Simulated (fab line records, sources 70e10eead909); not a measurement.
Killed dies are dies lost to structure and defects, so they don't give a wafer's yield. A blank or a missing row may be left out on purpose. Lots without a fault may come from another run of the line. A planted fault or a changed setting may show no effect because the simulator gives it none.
fab line records | flow nand_harc
record lots=12 wafers=36 last_day=30
route steps=1302 shown A_CONTACT@1088 A_BLC@1115 END@1302
lots that met no fault: from a run of the same line without faults
start_h: hours from the record's first day to the start of the lot's first wafer shown | wait_h: hours since the lot's step before | " the same as in the row above | L1.1+2: a row that stands for several wafers | - no value, or no start given | * or withheld: withheld | < > ~ a bound
route shown NAME@n: a module of which the file shows steps, and the number in the route of the first | usual: mean/standard deviation of fault-free wafers | same: alike in all rows | chamber/n: place in a boat | sites: the reading at each site | _std_site: their standard deviation | _edge_site: outer sites' mean less inner sites' | radius_mm: how far each site lies from the wafer's centre | mask NAME#n: copy n | behind: the tool/chamber that last shaped the wafer | hold: why the lot was held/for how many hours/how that ended | device: the transistor (n, p or np) that didn't switch | end of line: the same wafers' tests at the end of the route | a step without rows: its recipe alone | killed: dies lost to structure and defects at the first sort, not the wafer's yield | map: a wafer's dies, x killed, . not, _ none there
set.NAME: the setting as run; set.NAME@STEP: as run at that earlier step | model.NAME: the simulator's own value behind a step, which no gauge read
steps of the route over a sample of lots; a table a step, a row a wafer
services: from which hour (start_h, from the record's first day; less than 0 if before it) a tool's chamber was out of use, for how many hours, and why
## steps
# step NHARC_A_CONTACT_ETCH_136
# recipe source_w=withheld pressure_mtorr=20 bias_v=1200 time_s=311 target_depth_a=19120 ar_flow_sccm=withheld c4f8_flow_sccm=withheld o2_flow_sccm=withheld chemistry=C4F8/O2/Ar
# columns lot.wafer tool chamber start_h wait_h rf_hours_counter_h
L405.2 har_cap_etch-02 1 491.32 0.2 89
L405.3 " 0 " " -
L405.6 " 0 " " -
L406.3 har_cap_etch-02 1 498.36 0.2 -
L406.5 " 0 " " -
L406.6 " 1 " " -
L407.2 har_cap_etch-02 1 514.14 0.2 92
L407.4 " 0 " " -
L407.5 " 0 " " -
L409.1 har_cap_etch-01 0 515.49 0.2 6
L409.4 " 1 " " -
L409.6 " 1 " " -
L408.4 har_cap_etch-03 1 543.32 0.2 -
L408.3 " 0 " " -
L408.5 " 1 " " -
L411.1 har_cap_etch-02 1 548.00 0.2 97
L411.3 " 0 " " -
L411.5 " 0 " " -
L410.2 har_cap_etch-01 1 548.35 0.2 11
L410.3 " 1 " " -
L410.6 " 1 " " -
L415.1 har_cap_etch-02 1 594.24 0.2 107
L415.2 " 0 " " 107
L415.4 " 0 " " -
L418.1 har_cap_etch-01 0 616.14 0.2 27
L418.2 " 1 " " 27
L418.3 " 0 " " -
L419.2 har_cap_etch-02 0 622.21 0.2 114
L419.4 " 0 " " -
L419.5 " 0 " " -
L423.3 har_cap_etch-01 0 663.40 0.2 -
L423.5 " 1 " " -
L423.6 " 0 " " -
L422.1 har_cap_etch-02 1 665.54 0.2 118
L422.6 " 1 " " -
L422.5 " 0 " " -
# step NHARC_A_CONTACT_ETCH_92
# recipe target_depth_a=400 over_etch_frac=0.5 time_s=85.7 ion_energy_ev=120 ch3f_flow_sccm=50 o2_flow_sccm=30 ar_flow_sccm=200 rf_w=500 bias_w=100 chemistry=CH3F/O2
# usual drypump_motor_current_A=5.6/0.48 oes_product_au=0.930/0.012 rf_vpp_V=243.8/1.7 showerhead_plenum_p_Torr=2.42/0.11 throttle_valve_pct=20.662/0.0099
# columns lot.wafer tool chamber start_h wait_h drypump_motor_current_A oes_product_au rf_hours_counter_h rf_vpp_V showerhead_plenum_p_Torr throttle_valve_pct
L405.2 rie_diel-02 1 492.68 0.5 6.2 0.947 18 243.5 2.38 20.655
L405.3 " 2 " " 5.5 0.914 16 242.2 2.36 20.664
L405.6 " 0 " " 5.7 0.932 - 240.2 2.28 20.663
L406.3 rie_diel-02 0 499.68 0.4 5.7 0.913 21 240.3 2.28 20.659
L406.5 " 1 " " 6.2 0.941 - 243.7 2.38 20.640
L406.6 " 2 " " 5.5 0.927 - 243.5 2.35 20.649
L407.2 rie_diel-02 1 515.48 0.5 6.2 0.938 23 243.4 2.37 20.676
L407.4 " 3 " " 5.8 0.928 21 242.6 2.38 20.653
L407.5 " 1 " " 6.2 0.943 - 244.1 2.37 20.676
L409.4 rie_diel-02 3 516.83 0.4 5.8 0.918 21 243.6 2.38 20.670
L409.1 " 1 " " 6.2 0.929 23 243.7 2.37 20.661
L409.6 " 3 " " 5.9 0.916 - 244.0 2.38 20.674
L408.4 rie_diel-02 3 544.63 0.4 5.8 0.915 26 243.4 2.38 20.655
L408.3 " 0 " " 5.7 0.930 27 242.6 2.28 20.674
L408.5 " 1 " " 6.2 0.930 - 243.6 2.37 20.674
L411.3 rie_diel-01 1 549.37 0.4 5.8 0.933 2 248.1 2.66 20.666
L411.1 " 2 " " 5.9 0.934 2 246.1 2.56 20.655
L411.5 " 1 " " 5.8 0.937 - 248.2 2.66 20.649
L410.2 rie_diel-07 1 549.69 0.5 5.7 0.939 34 247.6 2.62 20.650
L410.3 " 2 " " 6.1 0.923 38 245.2 2.52 20.640
L410.6 " 0 " " 4.8 0.928 - 243.8 2.52 20.671
L415.4 rie_diel-07 1 595.62 0.4 5.7 0.935 47 246.6 2.61 20.676
L415.1 " 2 " " 6.1 0.928 52 246.1 2.51 20.651
L415.2 " 3 " " 4.7 0.934 55 242.5 2.34 20.655
L418.2 rie_diel-07 1 617.51 0.5 5.7 0.927 54 245.8 2.61 20.676
L418.1 " 3 " " 4.7 0.919 62 242.9 2.33 20.675
L418.3 " 0 " " 4.8 0.919 34 245.3 2.51 20.662
L419.2 rie_diel-01 0 623.54 0.5 4.9 0.936 28 242.0 2.39 20.639
L419.4 " 1 " " 5.8 0.934 28 245.9 2.65 20.656
L419.5 " 1 " " 5.8 0.937 - 247.5 2.65 20.664
L423.3 rie_diel-07 2 664.68 0.4 6.1 0.926 7 243.6 2.50 20.674
L423.6 " 3 " " 4.7 0.938 - 240.0 2.33 20.656
L423.5 " 0 " " 4.8 0.918 - 245.8 2.51 20.651
L422.1 rie_diel-07 3 666.95 0.6 4.7 0.934 10 243.0 2.33 20.664
L422.5 " 0 " " 4.8 0.934 - 245.6 2.51 20.655
L422.6 " 1 " " 5.7 0.935 - 247.6 2.61 20.648
# step NHARC_A_CONTACT_CD_MEAS_15
# usual cd_nm=190.1/0.53
# columns lot.wafer tool chamber start_h wait_h cd_nm
L405.2 cd_sem-01 - 492.88 - 189.8
L405.3 " - " " 189.9
L405.6 " - " " 188.8
L406.3 cd_sem-02 - 499.97 - 189.1
L406.5 " - " " 188.8
L406.6 " - " " 189.9
L407.2 cd_sem-02 - 515.69 - 191.0
L407.4 " - " " 189.9
L407.5 " - " " 191.0
L409.1 cd_sem-01 - 517.04 - 189.9
L409.4 " - " " 190.4
L409.6 " - " " 190.2
L408.3 cd_sem-02 - 544.82 - 190.2
L408.4 " - " " 190.8
L408.5 " - " " 190.8
L411.1 cd_sem-02 - 549.59 - 190.3
L411.3 " - " " 190.4
L411.5 " - " " 190.0
L410.2 cd_sem-02 - 549.90 - 189.9
L410.3 " - " " 190.3
L410.6 " - " " 190.2
L415.1 cd_sem-01 - 595.84 - 189.3
L415.2 " - " " 189.2
L415.4 " - " " 190.1
L418.1 cd_sem-03 - 618.02 - 191.3
L418.2 " - " " 190.3
L418.3 " - " " 190.8
L419.2 cd_sem-03 - 623.76 - 189.5
L419.4 " - " " 189.9
L419.5 " - " " 189.7
L423.3 cd_sem-03 - 664.86 - 190.0
L423.5 " - " " 190.3
L423.6 " - " " 190.3
L422.1 cd_sem-02 - 667.12 - 190.4
L422.5 " - " " 190.5
L422.6 " - " " 190.2
# step NHARC_A_BLC_PEB_08
# recipe peb_temp_c=100 peb_time_s=65
# columns lot.wafer tool chamber start_h wait_h
L405.2+3+6 litho_track-04 0 496.33 0.1
L406.3+5+6 litho_track-06 0 502.70 0.0
L407.2+4+5 litho_track-04 0 518.55 0.1
L409.1+4+6 litho_track-01 0 519.76 0.1
L408.3+4+5 litho_track-01 0 547.57 0.0
L411.1+3+5 litho_track-06 0 552.49 0.1
L410.2+3+6 litho_track-01 0 552.84 0.1
L415.1+2+4 litho_track-01 0 598.59 0.1
L418.1+2+3 litho_track-04 0 621.01 0.1
L419.2+4+5 litho_track-06 0 626.62 0.1
L423.3+5+6 litho_track-04 0 667.58 0.0
L422.1+5+6 litho_track-06 0 669.85 0.1
# step NHARC_A_BLC_CD_MEAS_10
# recipe target_cd_nm=100 landing_energy_ev=500
# usual cd_nm=99.8/0.62
# columns lot.wafer tool chamber start_h wait_h cd_nm
L405.2 cd_sem-01 0 496.41 - 99.8
L405.3 " 0 " " 100.5
L405.6 " 0 " " 100.4
L406.3 cd_sem-03 0 502.78 - 99.8
L406.5 " 0 " " 100.3
L406.6 " 0 " " 99.7
L407.2 cd_sem-01 0 518.64 - 99.2
L407.4 " 0 " " 100.1
L407.5 " 0 " " 100.3
L409.1 cd_sem-02 0 519.84 - 99.0
L409.4 " 0 " " 99.6
L409.6 " 0 " " 99.7
L408.3 cd_sem-02 0 547.66 - 99.1
L408.4 " 0 " " 98.9
L408.5 " 0 " " 99.5
L411.1 cd_sem-03 0 552.57 - 99.6
L411.3 " 0 " " 100.3
L411.5 " 0 " " 100.1
L410.2 cd_sem-02 0 552.92 - 99.1
L410.3 " 0 " " 99.0
L410.6 " 0 " " 99.0
L415.1 cd_sem-03 0 598.67 - 107.8
L415.2 " 0 " " 107.5
L415.4 " 0 " " 108.0
L418.1 cd_sem-02 0 621.09 - 101.2
L418.2 " 0 " " 100.2
L418.3 " 0 " " 100.3
L419.2 cd_sem-01 0 626.70 - 100.7
L419.4 " 0 " " 99.8
L419.5 " 0 " " 100.8
L423.3 cd_sem-02 0 667.66 - 99.5
L423.5 " 0 " " 101.4
L423.6 " 0 " " 100.2
L422.1 cd_sem-02 0 669.93 - 100.4
L422.5 " 0 " " 101.1
L422.6 " 0 " " 100.0
# step NHARC_END_SORT_01
# recipe temp_c=25
# usual killed_at_array=62/18 killed_at_other=0.9/1.2 killed_at_periphery=4.2/2.9 killed_dies=67/17 killed_open=3.6/1.9 killed_short=2.5/1.6
# same gross_dies=677
# columns lot.wafer tool chamber start_h wait_h killed_at_array killed_at_other killed_at_periphery killed_dies killed_open killed_short
L415.1 prober-02 0 647.57 2.5 74 0 1 75 4 1
L415.2 prober-02 0 648.37 2.8 77 0 1 78 1 5
L415.4 prober-02 0 649.95 3.4 74 0 1 75 3 2
# killed by level:class
L415.1 A_SLIT:chamber_film_flake=38 A_CHANNEL_HOLE_D1:chamber_film_flake=25 A_M0:geometric_particle:open=2 A_STAIRCASE:chamber_film_flake=2 A_SGD_CUT:chamber_film_flake=2 A_BLC:area_peb=2 P_GATE:geometric_particle:short=1 A_CHANNEL_HOLE_D1:geometric_particle:open=1
L415.2 A_CHANNEL_HOLE_D1:chamber_film_flake=37 A_SLIT:chamber_film_flake=28 A_CHANNEL_FILL_D1:geometric_particle:short=4 A_STAIRCASE:chamber_film_flake=2 A_BLC:area_peb=2 A_CHANNEL_FILL_D2:geometric_particle:short=1 A_WL_FILL:geometric_particle:open=1 P_STI:chamber_film_flake=1
L415.4 A_CHANNEL_HOLE_D1:chamber_film_flake=34 A_SLIT:chamber_film_flake=28 A_SGD_CUT:chamber_film_flake=4 A_CONTACT:chamber_film_flake=2 A_ONON_D1:geometric_particle:short=1 A_CHANNEL_HOLE_D1:geometric_particle:open=1 A_CHANNEL_FILL_D1:geometric_particle:open=1 A_CHANNEL_FILL_D1:geometric_particle:short=1
## services
# columns tool chamber start_h hours kind
har_cap_etch-01 - 473.00 17.0 pm
rie_diel-02 0 477.03 - clean
rie_diel-02 1 477.03 - clean
rie_diel-02 2 477.03 - clean
rie_diel-02 3 477.03 - clean
rie_diel-07 0 480.96 - clean
rie_diel-07 1 480.96 - clean
rie_diel-07 2 480.96 - clean
rie_diel-07 3 480.96 - clean
litho_track-01 - 481.00 7.0 pm
rie_diel-02 0 501.53 - clean
rie_diel-02 1 501.53 - clean
litho_track-06 - 505.00 7.0 pm
rie_diel-07 0 505.31 35.7 repair
litho_track-04 - 529.00 7.0 pm
rie_diel-01 - 534.69 9.0 pm
rie_diel-02 - 546.98 9.0 pm
rie_diel-07 2 584.69 5.3 repair
rie_diel-07 0 597.19 8.2 repair
rie_diel-07 - 604.30 0.7 repair
rie_diel-07 - 625.76 9.0 pm
har_cap_etch-03 - 638.46 0.5 repair
rie_diel-02 0 642.01 23.0 repair
litho_track-01 - 656.00 7.0 pm
## key
first_sign step=NHARC_A_BLC_CD_MEAS_10 reading=cd_nm direction=up sigmas=13 usual=99.8 struck=107.8
effect none on later readings
met_at NHARC_A_BLC_PEB_08
struck_lots L415
tester_left_out L415
not_acting_at NHARC_A_CONTACT_ETCH_136,NHARC_A_CONTACT_ETCH_92,NHARC_A_CONTACT_CD_MEAS_15
onset_between 552.84 598.59
fault kind=process_parameter_drift tool=litho_track-01 chamber=- onset_h=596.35 steps=NHARC_A_BLC_PEB_08 channel=peb_time_s offset=* shape=step acts_in=* stated=*
# tester_left_out: of these lots the tester's yield and bins aren't shown, on N5 and GAA mostly nor the transistor test; their killed dies are dies lost to structure and defects alone, not to doping, threshold or leakage, so they don't give the yield
